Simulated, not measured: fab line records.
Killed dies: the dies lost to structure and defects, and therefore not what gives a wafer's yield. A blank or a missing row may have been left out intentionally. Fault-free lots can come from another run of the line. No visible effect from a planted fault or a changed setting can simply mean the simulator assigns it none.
Problem report in the 8D (eight disciplines) form, filled by code | flow n5Finfet | the parts of the form that need people (team, actions taken, sign-off) are left out

== 1. WHAT IS WRONG ==
spinSpeedRpm at N5_DUMMY_GATE_COAT_35 reads a mean of 1387.8 rpm on 6 wafers of 2 lots; wafers without a fault read 1499.9 rpm with a standard deviation of 0.97. That is -99 or more standard deviations from the usual mean.
The step: time 60 s, resist thk 10 nm.
First observed at day 5 07:42: wafer L645.2, on lithoTrack-02. At this step, 18 wafers from 6 lots have a number in the record. The rule behind "out" and "out of limits": a value lying over 4 standard deviations away from the usual mean. The rest of the wafers with a number are treated as sound.

== 2. WHAT IT IS, WHAT IT ISN'T ==
question                    | is                     | is not
which readings at this step | spinSpeedRpm           | plateTempC, resistLineTempC
which lots                  | L645, L649             | L641, L642, L647, L658
which wafers of those lots  | all that have a number | -
read on which tools         | lithoTrack-02          | lithoTrack-03
when                        | from day 5 07:42       | up to then (6 sound wafers); but 6 sound wafers of L647, L658 came after

== 3. SUSPECTS, AND WHAT RULES EACH OUT ==
Counting: a tool at a process step up to the reading stays a suspect if it ran every lot that is out and no sound lot after the first of them.
- lithoTrack-02 at N5_DUMMY_GATE_COAT_35 (time 60 s, resist thk 10 nm): ruled out as a lasting fault. The sound lots L658 went through it after L645, its earliest lot that is out (day 5 07:42).
Left after counting: nothing in the record.

== 4. THE CAUSE (what the simulator had put in) ==
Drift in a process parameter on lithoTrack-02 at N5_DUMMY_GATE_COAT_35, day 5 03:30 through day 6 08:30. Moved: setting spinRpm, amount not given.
Counting ruled it out, wrongly.

== 5. THE EFFECT CHAIN, in route order ==
Each row: a reading where the mean over the struck wafers with a number is more than 3 standard deviations away from the usual. Readings are gone through only where the record gives a usual standard deviation; hours: the median, over the lots, of the time from a lot's start at the first step in this table giving one to that lot's start at this step; sigmas: the change measured in usual standard deviations.
hours | step                  | reading      | usual      | on struck wafers | change | sigmas
0     | N5_DUMMY_GATE_COAT_35 | spinSpeedRpm | 1499.9 rpm | 1387.8           | -112.1 | -99 or more
Its process steps:
- N5_DUMMY_GATE_COAT_35: time 60 s, resist thk 10 nm.
Later steps that measure or inspect, where all struck wafers having a row at the step show a number for every such reading and not one has moved that far: N5_DUMMY_GATE_CD_MEAS_15, N5_DUMMY_GATE_OVL_MEAS_16, N5_DUMMY_GATE_INSPECT_17.

== 6. HOW IT WOULD HAVE BEEN CAUGHT EARLIER ==
First out-of-limits reading in this record: day 5 07:42, which is 4 hours after fault onset at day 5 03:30.
